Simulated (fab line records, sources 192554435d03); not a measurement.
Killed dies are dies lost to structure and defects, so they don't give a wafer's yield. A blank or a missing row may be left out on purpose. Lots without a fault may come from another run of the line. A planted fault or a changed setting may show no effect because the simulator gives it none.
Which tool did it? | flow n5_finfet | 11 lots, 33 wafers sampled, at 1 step of a route of 1938

WHAT THE GAUGES READ, wafer by wafer
N5_BEOL_M12_OCD_MEAS_35.
lot  | measured     | on     | trench_depth_nm (nm)
L501 | day 10 23:41 | ocd-02 | 321 328 329
L500 | day 11 02:28 | ocd-01 | 319 319 324
L503 | day 11 07:16 | ocd-02 | 326 323 325
L505 | day 11 16:09 | ocd-01 | 316 317 320
L502 | day 11 20:50 | ocd-01 | 328 326 329
L506 | day 12 01:49 | ocd-02 | 314 320 322
L513 | day 13 14:26 | ocd-01 | 315 317 322
L512 | day 14 03:43 | ocd-01 | 316 310 315
L515 | day 14 08:42 | ocd-02 | 327 331 329
L521 | day 15 17:49 | ocd-01 | 322 317 314
L523 | day 16 09:26 | ocd-01 | 319 320 319

WHICH TOOL RAN EACH LOT (tool, then ch and the chambers of the sampled wafers, then the start)
The record holds no process step before these readings.

THE ANSWER, worked out from the rows above alone
Rule: what is usual is taken from the lots themselves. Put in order of their means at a reading, lots are off if they are a third of the lots or fewer, leave a main group of 4 or more, and stand apart from it by a gap of 3 or more times the standard deviation of the main group's means; of several such gaps the widest counts. A main group whose means are all the same, to the digits that the tables above print for the reading, isn't used. A lot without any number at a reading at which 4 lots or more have one is off too. The other lots that the step has rows for count as sound.
No lot is off at any reading shown: from this, nothing can be told.

WHAT THE SIMULATOR HAD PUT IN
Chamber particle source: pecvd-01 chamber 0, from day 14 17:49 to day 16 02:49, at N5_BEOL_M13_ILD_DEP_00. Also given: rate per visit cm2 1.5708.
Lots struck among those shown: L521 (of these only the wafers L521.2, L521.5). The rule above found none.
